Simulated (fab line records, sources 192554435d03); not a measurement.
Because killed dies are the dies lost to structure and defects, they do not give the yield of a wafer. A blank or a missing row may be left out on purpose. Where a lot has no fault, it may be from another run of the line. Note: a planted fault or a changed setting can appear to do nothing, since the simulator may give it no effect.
Chamber matching    flow n5-finfet    N5_FIN_SAQP_PECVD_48 on pecvd-02: 3 sister chambers
The step deposits SiNx from SiH4/NH3/N2, target thk 25 nm, time 22.1 s. 16 wafers are shown with their chamber, then 8 later ones without.

== WAFERS PAIRED WITH THEIR CHAMBERS ==
wafer   chamber  throttle-valve-pct (%)  showerhead-plenum-p-Torr (Torr)  heater-power-w (W)
L075.1  0        38.4                    5.17                             791
L075.3  1        43.8                    4.97                             828
L075.5  0        38.4                    5.17                             790
L077.1  2        38.3                    5.02                             719
L077.2  0        38.5                    5.16                             751
L077.3  1        43.8                    4.96                             918
L081.1  0        38.6                    5.17                             790
L081.2  2        38.3                    5.02                             721
L081.3  1        43.3                    4.98                             843
L084.3  2        38.2                    5.04                             648
L084.5  1        43.7                    4.98                             906
L084.6  2        38.5                    5.03                             663
L089.2  0        38.5                    5.17                             784
L089.3  1        43.8                    4.97                             801
L089.6  0        38.4                    5.17                             794
L092.1  1        43.8                    4.97                             790

SIGNATURES (averages over the wafers above)
reading                   chamber 0  chamber 1  chamber 2  scatter within a chamber
throttle-valve-pct        38.467     43.700     38.325     0.147
showerhead-plenum-p-Torr  5.1683     4.9717     5.0275     0.00703
heater-power-w            783.33     847.67     687.75     39.1
Rule: for a wafer and a chamber, the distance is found by dividing, reading by reading, the gap between the wafer's reading and the chamber's mean by the reading's scatter, squaring, summing and taking the root. If the next closest chamber is less than 2 further off than the closest, the wafer can't be placed; otherwise it belongs to the closest. The scatter: take each reading less its chamber's mean, square it, sum over the shown wafers, divide by the number of wafers less the number of chambers, and take the root.

== WAFERS WHOSE CHAMBER IS MISSING ==
wafer   throttle-valve-pct (%)  showerhead-plenum-p-Torr (Torr)  heater-power-w (W)
L092.4  38.5                    5.18                             790
L092.6  43.9                    4.98                             804
L094.1  43.5                    4.97                             930
L094.2  38.6                    5.04                             660
L094.5  38.6                    5.18                             784
L097.2  38.7                    5.02                             712
L097.3  38.6                    5.16                             718
L097.6  43.5                    4.98                             909

== THE CHAMBER EACH PASSED THROUGH ==
wafer   from the rows above  in truth
L092.4  0                    0
L092.6  1                    1
L094.1  1                    1
L094.2  2                    2
L094.5  0                    0
L097.2  2                    2
L097.3  0                    0
L097.6  1                    1
8 of 8 placed correctly. Left unplaced by these rows: 0. 0 placed wrongly.
